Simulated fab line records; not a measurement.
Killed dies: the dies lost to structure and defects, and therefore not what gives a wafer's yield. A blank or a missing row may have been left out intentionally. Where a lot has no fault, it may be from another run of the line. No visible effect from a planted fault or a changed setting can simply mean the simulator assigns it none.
fab line records ; flow nandHarc ; part 1 of 2: steps 1 to 24 of 34
[record] lots = 5; wafers = 15; lastDay = 23
route steps=1159 shown A_STAIRCASE@725 A_SGD_CUT@747
lots that met no fault: taken from a fault-free run of the same line
startH: start of the lot's first displayed wafer, in hours after the record's first day ; waitH: how many hours have passed since the lot's step before this one ; " same as the row above ; L1.1+2: a row that stands for several wafers ; - either no value or no given start ; * or withheld: withheld ; < > ~ a bound
route shown NAME@n: a module of which the file shows steps, and the number in the route of the first ; usual: mean/standard deviation taken from wafers without a fault ; same: alike in all rows ; chamber/n: place in a boat ; sites: each site's reading ; _std_site: how widely they spread, as a standard deviation ; _edge_site: outer sites' mean less inner sites' ; radiusMm: how far each site lies from the wafer's centre ; mask NAME#n: copy n ; behind: the last tool/chamber to shape the wafer ; hold: why the lot went on hold/how many hours it stayed there/how the hold came to an end ; device: names the non-switching transistor (n, p or np) ; end of line: the route-end tests of the same wafers ; step lacking rows: just its recipe ; killed: dies lost to structure and defects at the first sort, not the wafer's yield ; map: a wafer's dies, x killed, . not, _ none there
set.NAME: setting as actually run; set.NAME@STEP: the setting as run at that earlier step ; model.NAME: the simulator's own value behind a step, which no gauge read
certain route steps with their lots: each step a table, each wafer a row
services: the hour from which a tool's chamber was out of use, counted from the record's first day as startH (under 0 if before that day), plus the number of hours and why
[[steps]]
[step NHARC_A_STAIRCASE_HARDBAKE_442]
[recipe] tempC = 120; timeS = 140
[usual] exhaustPa = 45.0/0.91
lot.wafer;tool;chamber;startH;waitH;exhaustPa
L082.2;lithoTrack-05;0;349.15;-;46.1
L082.4;lithoTrack-05;0;349.15;-;45.8
L082.5;lithoTrack-05;0;349.15;-;45.5
L081.2;lithoTrack-02;0;349.47;-;44.3
L081.3;lithoTrack-02;0;349.47;-;44.1
L081.4;lithoTrack-02;0;349.47;-;43.7
L083.1;lithoTrack-05;0;360.96;-;45.7
L083.2;lithoTrack-05;0;360.96;-;45.1
L083.3;lithoTrack-05;0;360.96;-;45.5
L086.1;lithoTrack-02;0;369.37;-;45.0
L086.3;lithoTrack-02;0;369.37;-;44.7
L086.4;lithoTrack-02;0;369.37;-;46.5
L094.1;lithoTrack-07;0;415.87;-;44.6
L094.4;lithoTrack-07;0;415.87;-;44.5
L094.5;lithoTrack-07;0;415.87;-;43.9
[step NHARC_A_STAIRCASE_DESCUM_443]
[recipe] timeS = 3; o2FlowSccm = 200; arFlowSccm = 0; biasPowerW = 0; chemistry = O2
[usual] drypumpMotorCurrentA = 5.9/0.32; oesProductAu = 0.997/0.0069; rfVppV = 57.9/0.91; showerheadPlenumPTorr = 1.94/0.076; throttleValvePct = 11.310/0.0086
lot.wafer;tool;chamber;startH;waitH;drypumpMotorCurrentA;oesProductAu;rfHoursCounterH;rfVppV;showerheadPlenumPTorr;throttleValvePct
L082.4;rieDiel-13;3;349.24;-;6.3;1.007;25;57.0;1.98;11.294
L082.2;rieDiel-13;2;349.24;-;5.8;0.997;21;57.0;1.93;11.302
L082.5;rieDiel-13;3;349.24;-;6.3;0.993;-;57.6;1.98;11.303
L081.3;rieDiel-08;1;349.60;-;5.2;0.998;13;58.9;1.96;11.306
L081.2;rieDiel-08;2;349.60;-;5.6;0.985;14;57.8;1.81;11.306
L081.4;rieDiel-08;3;349.60;-;5.7;1.004;13;57.5;1.86;11.308
L083.1;rieDiel-13;3;361.05;-;6.3;0.997;31;58.2;1.98;11.322
L083.2;rieDiel-13;1;361.05;-;6.2;0.988;32;56.1;1.85;11.305
L083.3;rieDiel-13;2;361.05;-;5.8;1.001;28;59.2;1.92;11.304
L086.3;rieDiel-13;3;369.46;-;6.3;0.997;34;57.2;1.98;11.327
L086.1;rieDiel-13;0;369.46;-;5.9;0.994;33;58.1;2.07;11.305
L086.4;rieDiel-13;1;369.46;-;6.2;0.992;34;55.4;1.85;11.312
L094.1;rieDiel-05;3;415.98;-;6.2;0.992;25;57.7;1.92;11.308
L094.4;rieDiel-05;1;415.98;-;5.9;0.986;24;57.4;2.00;11.322
L094.5;rieDiel-05;3;415.98;-;6.3;0.991;-;58.5;1.92;11.298
[step NHARC_A_STAIRCASE_ETCH_444]
[recipe] targetDepthA = 1.02e+05; timeS = 3400; c4f8FlowSccm = 20; o2FlowSccm = 10; arFlowSccm = withheld; rfW = 600; biasW = 1000; chemistry = C4F8/O2
[usual] oesProductAu = 0.928/0.012; rfVppV = 808/4.2
lot.wafer;tool;chamber;startH;waitH;oesProductAu;rfHoursCounterH;rfVppV
L082.4;rieDiel-13;2;349.57;0.3;0.921;22;809
L082.2;rieDiel-13;3;349.57;0.3;0.914;25;811
L082.5;rieDiel-13;2;349.57;0.3;0.922;-;808
L081.2;rieDiel-08;0;351.19;1.6;0.927;16;810
L081.4;rieDiel-08;1;351.19;1.6;0.914;15;810
L081.3;rieDiel-08;3;351.19;1.6;0.928;15;803
L083.3;rieDiel-13;2;361.14;0.1;0.928;28;808
L083.1;rieDiel-13;3;361.14;0.1;0.916;31;809
L083.2;rieDiel-13;1;361.14;0.1;0.914;32;802
L086.3;rieDiel-13;3;369.54;0.1;0.931;35;810
L086.1;rieDiel-13;0;369.54;0.1;0.919;34;816
L086.4;rieDiel-13;2;369.54;0.1;0.928;32;807
L094.4;rieDiel-05;2;417.45;1.4;0.933;25;806
L094.1;rieDiel-05;0;417.45;1.4;0.912;27;815
L094.5;rieDiel-05;3;417.45;1.4;0.916;-;808
[step NHARC_A_STAIRCASE_STRIP_446]
[recipe] powerW = 1500; tempC = 250; chemistry = O2
[usual] drypumpMotorCurrentA = 5.8/0.48; heaterPowerW = 333/30; rfReflPowerW = 13.9/0.78
lot.wafer;tool;chamber;startH;waitH;drypumpMotorCurrentA;heaterPowerW;rfHoursCounterH;rfReflPowerW
L082.2;plasmaAsher-01;0;351.64;0.1;5.3;312;23;14.7
L082.4;plasmaAsher-01;0;351.64;0.1;5.4;310;-;14.0
L082.5;plasmaAsher-01;1;351.64;0.1;6.1;376;-;14.2
L081.2;plasmaAsher-02;1;353.46;0.0;6.4;355;55;-
L081.4;plasmaAsher-02;1;353.46;0.0;6.4;340;-;-
L081.3;plasmaAsher-02;0;353.46;0.0;5.2;305;-;-
L083.1;plasmaAsher-01;1;363.46;0.1;6.1;373;27;14.1
L083.2;plasmaAsher-01;0;363.46;0.1;5.4;308;27;14.6
L083.3;plasmaAsher-01;1;363.46;0.1;6.1;367;-;14.3
L086.1;plasmaAsher-01;1;371.88;0.1;6.1;370;33;-
L086.3;plasmaAsher-01;0;371.88;0.1;5.4;296;-;-
L086.4;plasmaAsher-01;1;371.88;0.1;6.1;373;-;-
L094.1;plasmaAsher-02;1;419.77;0.1;6.4;335;15;14.0
L094.4;plasmaAsher-02;1;419.77;0.1;6.4;341;-;14.3
L094.5;plasmaAsher-02;1;419.77;0.1;6.4;346;-;14.0
[step NHARC_A_STAIRCASE_STRIP_447]
[recipe] timeS = 900; tempC = 130; chemistry = SPM
lot.wafer;tool;chamber;startH;waitH
L082.2+5+4;wetBench-03;6,7,2;351.94;0.3
L081.4+2+3;wetBench-07;5,7,0;353.80;0.2
L083.1+3+2;wetBench-03;5,6,1;363.82;0.3
L086.3+1+4;wetBench-07;6,7,0;372.18;0.2
L094.5+1+4;wetBench-07;4,6,7;420.07;0.1
[step NHARC_A_STAIRCASE_PRECLEAN_448]
[recipe] timeS = *; tempC = 50; bathAgeMin = 0; chemistry = SC1
lot.wafer;tool;chamber;startH;waitH
L082.2+5+4;wetBench-03;6,7,2;-;-
L081.4+2+3;wetBench-07;5,7,0;-;-
L083.1+3+2;wetBench-03;5,6,1;-;-
L086.3+1+4;wetBench-07;6,7,0;-;-
L094.5+1+4;wetBench-07;4,6,7;-;-
[step NHARC_A_STAIRCASE_SRD_449]
lot.wafer;tool;chamber;startH;waitH
L082.2+5+4;wetBench-03;6,7,2;-;-
L081.4+2+3;wetBench-07;5,7,0;-;-
L083.1+3+2;wetBench-03;5,6,1;-;-
L086.3+1+4;wetBench-07;6,7,0;-;-
L094.5+1+4;wetBench-07;4,6,7;-;-
[step NHARC_A_STAIRCASE_CMP_450]
[recipe] targetThkNm = 200; material = SiO2
[usual] motorCurrentA = 12.4/1.7; slurryFlowMlMin = 149.9/0.46
lot.wafer;tool;chamber;startH;waitH;motorCurrentA;slurryFlowMlMin
L082.2;cmp-01;0;352.39;-;11.5;149.5
L082.4;cmp-01;2;352.39;-;12.6;149.2
L082.5;cmp-01;0;352.39;-;11.1;149.9
L081.4;cmp-01;2;354.26;-;13.0;149.4
L081.3;cmp-01;3;354.26;-;16.5;149.5
L081.2;cmp-01;1;354.26;-;12.0;150.2
L083.1;cmp-01;3;364.26;-;17.2;149.7
L083.3;cmp-01;0;364.26;-;11.1;149.9
L083.2;cmp-01;2;364.26;-;12.9;149.9
L086.3;cmp-04;3;372.63;-;11.1;149.1
L086.4;cmp-04;0;372.63;-;10.5;149.8
L086.1;cmp-04;1;372.63;-;11.2;151.4
L094.4;cmp-03;1;420.53;-;12.8;151.3
L094.1;cmp-03;0;420.53;-;13.9;149.8
L094.5;cmp-03;2;420.53;-;12.5;149.3
[step NHARC_A_STAIRCASE_CMP_152]
[usual] motorCurrentA = 12.4/1.6; slurryFlowMlMin = 150.0/0.4
lot.wafer;tool;chamber;startH;waitH;motorCurrentA;slurryFlowMlMin
L082.2;cmp-01;0;352.46;0.1;11.0;150.0
L082.4;cmp-01;2;352.46;0.1;13.4;150.7
L082.5;cmp-01;0;352.46;0.1;10.9;150.3
L081.4;cmp-01;2;354.33;0.1;12.9;150.1
L081.3;cmp-01;3;354.33;0.1;17.1;150.1
L081.2;cmp-01;1;354.33;0.1;11.9;150.2
L083.1;cmp-01;3;364.33;0.1;17.4;150.5
L083.3;cmp-01;0;364.33;0.1;10.9;149.8
L083.2;cmp-01;2;364.33;0.1;13.2;150.0
L086.3;cmp-04;3;372.70;0.1;12.2;149.7
L086.4;cmp-04;0;372.70;0.1;10.5;150.3
L086.1;cmp-04;1;372.70;0.1;10.4;150.0
L094.4;cmp-03;1;420.60;0.1;12.6;149.4
L094.1;cmp-03;0;420.60;0.1;14.1;149.2
L094.5;cmp-03;2;420.60;0.1;13.1;150.1
[step NHARC_A_STAIRCASE_SRD_154]
lot.wafer;tool;chamber;startH;waitH
L082.2+4+5;wetBench-03;7,0,3;352.75;0.0
L081.3+4+2;wetBench-07;1,2,6;354.62;0.0
L083.3+1+2;wetBench-04;3,4,6;364.63;0.0
L086.3+1+4;wetBench-04;0,2,4;372.99;0.0
L094.4+5+1;wetBench-03;0,3,4;420.89;0.0
[step NHARC_A_STAIRCASE_ETCH_403]
[recipe] targetDepthA = 1082; chemistry = dHF; material = SiO2
lot.wafer;tool;chamber;startH;waitH
L082.2+4+5;wetBench-03;7,0,3;352.78;0.0
L081.3+4+2;wetBench-07;1,2,6;354.64;0.0
L083.3+1+2;wetBench-04;3,4,6;364.65;0.0
L086.3+1+4;wetBench-04;0,2,4;373.02;0.0
L094.4+5+1;wetBench-03;0,3,4;420.91;0.0
[step NHARC_A_STAIRCASE_ETCHBACK_422]
[recipe] targetDepthA = 400; overEtchFrac = 0.3; timeS = 74.286; ionEnergyEv = 120; ch3fFlowSccm = 50; o2FlowSccm = 30; arFlowSccm = 200; rfW = 500; biasW = 100; chemistry = CH3F/O2
[usual] drypumpMotorCurrentA = 5.91/0.28; oesProductAu = 0.96/0.037; rfVppV = 245.1/1.4; showerheadPlenumPTorr = 2.51/0.086; throttleValvePct = 20.662/0.0085
lot.wafer;tool;chamber;startH;waitH;drypumpMotorCurrentA;oesProductAu;rfHoursCounterH;rfVppV;showerheadPlenumPTorr;throttleValvePct
L082.4;rieDiel-08;0;352.94;0.1;5.99;0.99;17;244.1;2.55;20.661
L082.2;rieDiel-08;2;352.94;0.1;5.59;0.99;16;242.2;2.34;20.667
L082.5;rieDiel-08;3;352.94;0.1;5.66;0.99;-;243.9;2.39;20.666
L081.3;rieDiel-13;1;354.83;0.2;6.24;0.92;29;243.6;2.39;20.656
L081.4;rieDiel-13;2;354.83;0.2;5.82;0.93;25;244.1;2.47;20.667
L081.2;rieDiel-13;3;354.83;0.2;6.37;0.92;28;245.9;2.54;20.675
L083.1;rieDiel-08;3;364.80;0.1;5.70;0.93;21;244.4;2.38;20.657
L083.3;rieDiel-08;1;364.80;0.1;5.19;0.92;21;244.9;2.51;20.674
L083.2;rieDiel-08;2;364.80;0.1;5.58;0.93;21;243.7;2.33;20.658
L086.1;rieDiel-08;0;373.18;0.1;5.99;0.93;25;245.3;2.55;20.676
L086.4;rieDiel-08;1;373.18;0.1;5.18;0.92;24;245.3;2.51;20.665
L086.3;rieDiel-08;2;373.18;0.1;5.61;0.91;25;242.1;2.33;20.673
L094.4;rieDiel-05;3;421.06;0.1;6.23;0.99;29;245.2;2.46;20.674
L094.1;rieDiel-05;2;421.06;0.1;5.66;1.00;27;243.0;2.45;20.653
L094.5;rieDiel-05;0;421.06;0.1;6.10;0.99;-;247.7;2.60;20.657
[step NHARC_A_STAIRCASE_ETCH_423]
[recipe] targetDepthA = 300; chemistry = dHF; material = SiO2
lot.wafer;tool;chamber;startH;waitH
L082.4+2+5;wetBench-07;0,1,5;353.09;0.1
L081.2+4+3;wetBench-07;3,6,0;354.98;0.1
L083.3+1+2;wetBench-04;7,0,1;364.98;0.1
L086.4+3+1;wetBench-07;5,6,0;373.36;0.1
L094.4+5+1;wetBench-07;0,1,5;421.22;0.1
[step NHARC_A_STAIRCASE_ETCHBACK_157]
[recipe] targetDepthA = 900; overEtchFrac = 0.3; timeS = 167.14; ionEnergyEv = 120; ch3fFlowSccm = 50; o2FlowSccm = 30; arFlowSccm = 200; rfW = 500; biasW = 100; chemistry = CH3F/O2
[usual] drypumpMotorCurrentA = 5.9/0.33; oesProductAu = 0.97/0.032; rfVppV = 244.7/1.4; showerheadPlenumPTorr = 2.49/0.094; throttleValvePct = 20.663/0.009
lot.wafer;tool;chamber;startH;waitH;drypumpMotorCurrentA;oesProductAu;rfHoursCounterH;rfVppV;showerheadPlenumPTorr;throttleValvePct
L082.2;rieDiel-08;1;353.28;0.2;5.1;0.99;16;244.8;2.51;20.663
L082.4;rieDiel-08;0;353.28;0.2;6.0;1.00;17;245.0;2.55;20.673
L082.5;rieDiel-08;1;353.28;0.2;5.2;0.99;-;246.0;2.51;20.685
L081.3;rieDiel-13;1;355.27;0.2;6.2;0.98;29;244.1;2.39;20.680
L081.4;rieDiel-13;2;355.27;0.2;5.8;0.98;25;244.2;2.47;20.658
L081.2;rieDiel-13;3;355.27;0.2;6.4;0.98;28;243.1;2.54;20.659
L083.1;rieDiel-08;3;365.16;0.2;5.7;0.95;21;243.4;2.38;20.651
L083.2;rieDiel-08;1;365.16;0.2;5.2;0.92;21;244.9;2.51;20.676
L083.3;rieDiel-08;2;365.16;0.2;5.6;0.93;21;241.9;2.33;20.658
L086.1;rieDiel-08;0;373.52;0.1;6.0;0.97;25;245.8;2.55;20.672
L086.4;rieDiel-08;1;373.52;0.1;5.2;0.94;24;244.2;2.51;20.655
L086.3;rieDiel-08;2;373.52;0.1;5.6;0.94;25;242.5;2.33;20.663
L094.4;rieDiel-05;2;421.43;0.2;5.6;1.00;27;244.0;2.45;20.668
L094.1;rieDiel-05;0;421.43;0.2;6.1;1.01;29;245.5;2.60;20.667
L094.5;rieDiel-05;2;421.43;0.2;5.6;1.00;-;246.7;2.45;20.664
[step NHARC_A_STAIRCASE_STRIP_475]
[recipe] timeS = 20; o2FlowSccm = 500; arFlowSccm = 0; biasW = 0; chemistry = O2
[usual] drypumpMotorCurrentA = 5.9/0.33; oesProductAu = 0.996/0.0071; rfVppV = 57.8/0.87; showerheadPlenumPTorr = 3.56/0.13; throttleValvePct = 17.036/0.0094
lot.wafer;tool;chamber;startH;waitH;drypumpMotorCurrentA;oesProductAu;rfHoursCounterH;rfVppV;showerheadPlenumPTorr;throttleValvePct
L082.4;rieDiel-08;1;-;-;5.2;0.990;17;57.4;3.60;17.027
L082.2;rieDiel-08;0;-;-;6.0;1.002;17;57.9;3.66;17.038
L082.5;rieDiel-08;1;-;-;5.2;0.992;-;58.4;3.60;17.045
L081.4;rieDiel-13;2;-;-;5.8;1.001;25;57.8;3.55;17.043
L081.2;rieDiel-13;3;-;-;6.4;1.003;28;58.4;3.64;17.029
L081.3;rieDiel-13;0;-;-;5.9;0.995;28;59.8;3.79;17.035
L083.3;rieDiel-08;2;-;-;5.6;0.989;21;56.4;3.36;17.033
L083.1;rieDiel-08;0;-;-;6.0;1.004;22;57.2;3.66;17.030
L083.2;rieDiel-08;1;-;-;5.2;0.993;21;57.3;3.60;17.059
L086.4;rieDiel-08;0;-;-;6.0;0.996;25;57.7;3.65;17.037
L086.1;rieDiel-08;1;-;-;5.2;0.992;24;57.7;3.60;17.046
L086.3;rieDiel-08;2;-;-;5.6;0.980;25;55.1;3.35;17.021
L094.4;rieDiel-05;2;-;-;5.6;0.995;27;58.7;3.51;17.043
L094.1;rieDiel-05;3;-;-;6.3;0.982;29;57.1;3.54;17.032
L094.5;rieDiel-05;0;-;-;6.1;0.990;-;57.5;3.72;17.041
[step NHARC_A_STAIRCASE_DEP_471]
[recipe] targetThkA = 1000; tempC = 400; pressureTorr = 6.5; rfW = 900; teosFlowSccm = 161.4; flowSccm = 2650; targetThkNm = 100; gas = O2; material = SiO2
[usual] heaterPowerW = 554/84; throttleValvePct = 16.0/0.43
lot.wafer;tool;chamber;startH;waitH;heaterPowerW;sinceWetCleanH;throttleValvePct
L082.2;pecvd-03;0;353.59;-;518;49;16.6
L082.4;pecvd-03;2;353.59;-;739;-;16.8
L082.5;pecvd-03;1;353.59;-;630;-;16.3
L081.2;pecvd-04;0;355.55;-;498;147;16.1
L081.3;pecvd-04;2;355.55;-;453;147;15.6
L081.4;pecvd-04;0;355.55;-;526;-;16.0
L083.2;pecvd-02;0;365.44;-;655;18;15.9
L083.1;pecvd-02;1;365.44;-;519;18;16.2
L083.3;pecvd-02;2;365.44;-;587;18;16.4
L086.3;pecvd-04;1;373.81;-;606;165;15.8
L086.1;pecvd-04;0;373.81;-;561;165;16.2
L086.4;pecvd-04;2;373.81;-;320;-;15.5
L094.1;pecvd-02;0;421.71;-;643;74;15.8
L094.4;pecvd-02;0;421.71;-;643;-;15.9
L094.5;pecvd-02;2;421.71;-;640;-;16.4
[step NHARC_A_STAIRCASE_CMP_472]
[recipe] material = SiO2
[usual] motorCurrentA = 12.5/1.8; slurryFlowMlMin = 150.0/0.45
lot.wafer;tool;chamber;startH;waitH;motorCurrentA;slurryFlowMlMin
L082.2;cmp-04;0;353.84;0.2;10.0;149.6
L082.4;cmp-04;1;353.84;0.2;10.5;150.2
L082.5;cmp-04;1;353.84;0.2;11.2;149.9
L081.4;cmp-01;0;355.85;0.2;11.0;150.0
L081.3;cmp-01;1;355.85;0.2;11.7;151.2
L081.2;cmp-01;2;355.85;0.2;13.2;150.5
L083.2;cmp-04;2;365.74;0.3;11.5;150.1
L083.1;cmp-04;3;365.74;0.3;12.1;149.8
L083.3;cmp-04;0;365.74;0.3;10.1;150.4
L086.4;cmp-03;1;374.10;0.1;12.1;150.0
L086.3;cmp-03;2;374.10;0.1;13.2;150.2
L086.1;cmp-03;0;374.10;0.1;13.9;150.5
L094.1;cmp-03;2;421.98;0.2;12.4;149.0
L094.4;cmp-03;0;421.98;0.2;14.2;150.2
L094.5;cmp-03;2;421.98;0.2;13.1;149.9
[step NHARC_A_STAIRCASE_SRD_474]
lot.wafer;tool;chamber;startH;waitH
L082.4+2+5;wetBench-04;3,4,5;354.10;0.0
L081.2+4+3;wetBench-04;5,7,1;356.09;0.0
L083.3+1+2;wetBench-07;1,2,3;365.97;0.0
L086.1+4+3;wetBench-04;5,6,7;374.37;0.0
L094.4+5+1;wetBench-07;4,6,0;422.24;0.0
[step NHARC_A_STAIRCASE_INSPECT_155]
[usual] rawDefectCount = 345/120
lot.wafer;tool;chamber;startH;waitH;rawDefectCount
L082.2;defectInspect-02;-;354.18;0.1;465
L082.4;defectInspect-02;-;354.18;0.1;372
L082.5;defectInspect-02;-;354.18;0.1;261
L081.2;defectInspect-02;-;356.17;0.1;435
L081.3;defectInspect-02;-;356.17;0.1;619
L081.4;defectInspect-02;-;356.17;0.1;381
L083.1;defectInspect-01;-;366.05;0.1;210
L083.2;defectInspect-01;-;366.05;0.1;233
L083.3;defectInspect-01;-;366.05;0.1;225
L086.1;defectInspect-02;-;374.45;0.1;318
L086.3;defectInspect-02;-;374.45;0.1;516
L086.4;defectInspect-02;-;374.45;0.1;543
L094.1;defectInspect-02;-;422.33;0.1;305
L094.4;defectInspect-02;-;422.33;0.1;667
L094.5;defectInspect-02;-;422.33;0.1;313
[step NHARC_A_SGD_CUT_DEP_00]
[recipe] targetThkA = 500; tempC = 400; targetThkNm = 50; flowSccm = 200; rfW = 450; material = SiNx
[usual] heaterPowerW = 743/71
lot.wafer;tool;chamber;startH;waitH;heaterPowerW;sinceWetCleanH
L082.2;pecvd-02;0;354.28;0.1;779;6
L082.5;pecvd-02;0;354.28;0.1;779;-
L082.4;pecvd-02;1;354.28;0.1;713;-
L081.3;pecvd-01;1;356.23;0.1;743;106
L081.2;pecvd-01;0;356.23;0.1;625;106
L081.4;pecvd-01;1;356.23;0.1;738;-
L083.3;pecvd-03;0;366.12;0.1;570;61
L083.1;pecvd-03;1;366.12;0.1;791;61
L083.2;pecvd-03;2;366.12;0.1;885;61
L086.1;pecvd-01;2;374.60;0.2;829;124
L086.3;pecvd-01;0;374.60;0.2;738;124
L086.4;pecvd-01;2;374.60;0.2;832;-
L094.1;pecvd-03;1;422.43;0.1;811;117
L094.5;pecvd-03;1;422.43;0.1;632;-
L094.4;pecvd-03;2;422.43;0.1;873;-
[step NHARC_A_SGD_CUT_DEHYDRATE_01]
[recipe] tempC = 150; timeS = 120
[usual] exhaustPa = 45.3/0.95
lot.wafer;tool;chamber;startH;waitH;exhaustPa
L082.2;lithoTrack-04;0;354.52;0.2;45.2
L082.4;lithoTrack-04;0;354.52;0.2;44.6
L082.5;lithoTrack-04;0;354.52;0.2;45.0
L081.2;lithoTrack-01;0;356.51;0.2;45.4
L081.3;lithoTrack-01;0;356.51;0.2;45.1
L081.4;lithoTrack-01;0;356.51;0.2;45.1
L083.1;lithoTrack-06;0;366.39;0.2;47.3
L083.2;lithoTrack-06;0;366.39;0.2;46.6
L083.3;lithoTrack-06;0;366.39;0.2;45.8
L086.1;lithoTrack-06;0;374.87;0.2;46.9
L086.3;lithoTrack-06;0;374.87;0.2;45.7
L086.4;lithoTrack-06;0;374.87;0.2;48.1
L094.1;lithoTrack-06;0;422.70;0.2;45.7
L094.4;lithoTrack-06;0;422.70;0.2;45.2
L094.5;lithoTrack-06;0;422.70;0.2;44.8
[step NHARC_A_SGD_CUT_HMDS_02]
[recipe] timeS = 30
[usual] exhaustPa = 45.0/0.88
lot.wafer;tool;chamber;startH;waitH;exhaustPa
L082.2;lithoTrack-04;0;-;-;44.8
L082.4;lithoTrack-04;0;-;-;43.8
L082.5;lithoTrack-04;0;-;-;44.7
L081.2;lithoTrack-01;0;-;-;45.2
L081.3;lithoTrack-01;0;-;-;45.2
L081.4;lithoTrack-01;0;-;-;45.1
L083.1;lithoTrack-06;0;-;-;45.0
L083.2;lithoTrack-06;0;-;-;44.8
L083.3;lithoTrack-06;0;-;-;44.2
L086.1;lithoTrack-06;0;-;-;46.4
L086.3;lithoTrack-06;0;-;-;45.9
L086.4;lithoTrack-06;0;-;-;45.6
L094.1;lithoTrack-06;0;-;-;44.3
L094.4;lithoTrack-06;0;-;-;46.1
L094.5;lithoTrack-06;0;-;-;44.1
[step NHARC_A_SGD_CUT_COAT_56]
[recipe] tempC = 260; timeS = 75
[usual] exhaustPa = 45.1/0.83
lot.wafer;tool;chamber;startH;waitH;exhaustPa
L082.2;lithoTrack-04;0;-;-;45.2
L082.4;lithoTrack-04;0;-;-;44.8
L082.5;lithoTrack-04;0;-;-;44.7
L081.2;lithoTrack-01;0;-;-;45.1
L081.3;lithoTrack-01;0;-;-;44.3
L081.4;lithoTrack-01;0;-;-;44.7
L083.1;lithoTrack-06;0;-;-;44.3
L083.2;lithoTrack-06;0;-;-;44.7
L083.3;lithoTrack-06;0;-;-;44.0
L086.1;lithoTrack-06;0;-;-;45.4
L086.3;lithoTrack-06;0;-;-;45.6
L086.4;lithoTrack-06;0;-;-;46.8
L094.1;lithoTrack-06;0;-;-;44.8
L094.4;lithoTrack-06;0;-;-;46.0
L094.5;lithoTrack-06;0;-;-;44.9
[step NHARC_A_SGD_CUT_COAT_57]
[recipe] tempC = 225; timeS = 65
[usual] exhaustPa = 45.0/0.87
lot.wafer;tool;chamber;startH;waitH;exhaustPa
L082.2;lithoTrack-04;0;-;-;46.4
L082.4;lithoTrack-04;0;-;-;46.9
L082.5;lithoTrack-04;0;-;-;46.5
L081.2;lithoTrack-01;0;-;-;44.5
L081.3;lithoTrack-01;0;-;-;44.7
L081.4;lithoTrack-01;0;-;-;46.2
L083.1;lithoTrack-06;0;-;-;44.8
L083.2;lithoTrack-06;0;-;-;46.1
L083.3;lithoTrack-06;0;-;-;44.2
L086.1;lithoTrack-06;0;-;-;44.8
L086.3;lithoTrack-06;0;-;-;45.4
L086.4;lithoTrack-06;0;-;-;45.4
L094.1;lithoTrack-06;0;-;-;44.3
L094.4;lithoTrack-06;0;-;-;44.5
L094.5;lithoTrack-06;0;-;-;46.7
